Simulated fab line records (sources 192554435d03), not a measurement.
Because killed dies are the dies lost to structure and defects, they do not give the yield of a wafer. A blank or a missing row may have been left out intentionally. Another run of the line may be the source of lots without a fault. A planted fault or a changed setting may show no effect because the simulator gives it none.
Code-filled problem report in 8D (eight disciplines) form | flow n5_finfet | the parts of the form that need people (team, actions taken, sign-off) are left out

1. THE PROBLEM
Mean of strip_time_to_endpoint_s at N5_SDB_STRIP_22: 103.1 s across 4 wafers in 2 lots; on wafers with no fault it is 96.1 s (standard deviation 0.43). Measured from the usual mean, that is +16 standard deviations.
The step: strips in N2/H2.
The first sign was on wafer L935.5 at day 7 17:20, on plasma_asher-01. The record holds 40 wafers of 14 lots with a number at this step. Rule for "out" (also "out of limits"): further than 4 standard deviations from the usual mean. The other wafers with a number count as sound.

2. WHAT THIS IS AND IS NOT
question                    | is                               | is not
which readings at this step | strip_time_to_endpoint_s         | drypump_motor_current_A, heater_power_w
which lots                  | L935, L936                       | L919, L920, L921, L923, L924, L926, L927, L928, L929, L931, L932, L933
which wafers of those lots  | L935.5, L935.6, L936.1, L936.6   | L935.3, L936.2
read on which tools         | plasma_asher-01, plasma_asher-02 | -
when                        | from day 7 17:20                 | up to then (35 sound wafers); but 1 sound wafer of L936 came after

3. WHAT RULES OUT EACH SUSPECT
Counting: any tool at a process step up to the reading remains a suspect provided it ran every lot that is out. Sound lots after the first of them don't rule it out here, since some wafers of a struck lot are sound.
- ald_sin-01 at N5_ILD0_ALD_15 (deposits SiNx, target thk 24 nm, pulse time 1 s, ald cycles 480): kept. Every lot that is out went through it, the first being L935 (day 7 13:53); the last sound lot it ran before that was L929 (day 6 05:03).
- rie_diel-04 at N5_SDB_ETCH_17 (etches SiARC in CF4, target depth 23.4 nm, time 39 s): kept. Every lot that is out went through it, the first being L935 (day 7 17:01); the last sound lot it ran before that was L933 (day 7 04:58).
- rie_diel-04 at N5_SDB_HM_OPEN_20 (chemistry CH3F/O2, target SiNx, stops on poly-Si, target depth 24 nm): kept. Every lot that is out went through it, the first being L935 (day 7 17:12); the last sound lot it ran before that was L933 (day 7 05:09).
ald_sin-01 at N5_ILD0_ALD_15, rie_diel-04 at N5_SDB_ETCH_17 and rie_diel-04 at N5_SDB_HM_OPEN_20 are what is left after counting.

4. THE CAUSE (what the simulator had put in)
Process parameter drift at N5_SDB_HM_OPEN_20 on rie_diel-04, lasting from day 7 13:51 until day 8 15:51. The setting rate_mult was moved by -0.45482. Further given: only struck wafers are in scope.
This tool is one of the 3 suspects left after counting.

5. SEQUENCE OF EFFECTS, ordered by route
Each row: a reading where the mean over the struck wafers with a number is more than 3 standard deviations away from the usual. Readings are gone through only where the record gives a usual standard deviation; hours: the median, over the lots, of the time from a lot's start at the first step in this table giving one to that lot's start at this step; sigmas: the change measured in usual standard deviations.
hours | step            | reading                  | usual  | on struck wafers | change | sigmas
0     | N5_SDB_STRIP_22 | strip_time_to_endpoint_s | 96.1 s | 103.1            | +7.0   | +16
Here are the process steps it includes:
- N5_SDB_STRIP_22: strips in N2/H2.
At these later measuring or inspecting steps, every struck wafer for which the step has a row has a number for every such reading, and none has moved that far: N5_SDB_INSPECT_36, N5_BEOL_M4_RC_MEAS_101.

6. HOW IT WOULD HAVE BEEN CAUGHT EARLIER
In this record the first reading out of limits was taken at day 7 17:20, 3 hours after the fault began at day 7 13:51.
Of the tool readings at N5_SDB_HM_OPEN_20 for which the record gives a usual standard deviation, none was out on any struck wafer, so an alarm limit of 4 standard deviations on them would not have fired.
Of the lots that are out (2), L936 began N5_SDB_HM_OPEN_20 on rie_diel-04 after day 7 17:20. It would have been spared by a hold on the tool at that moment.
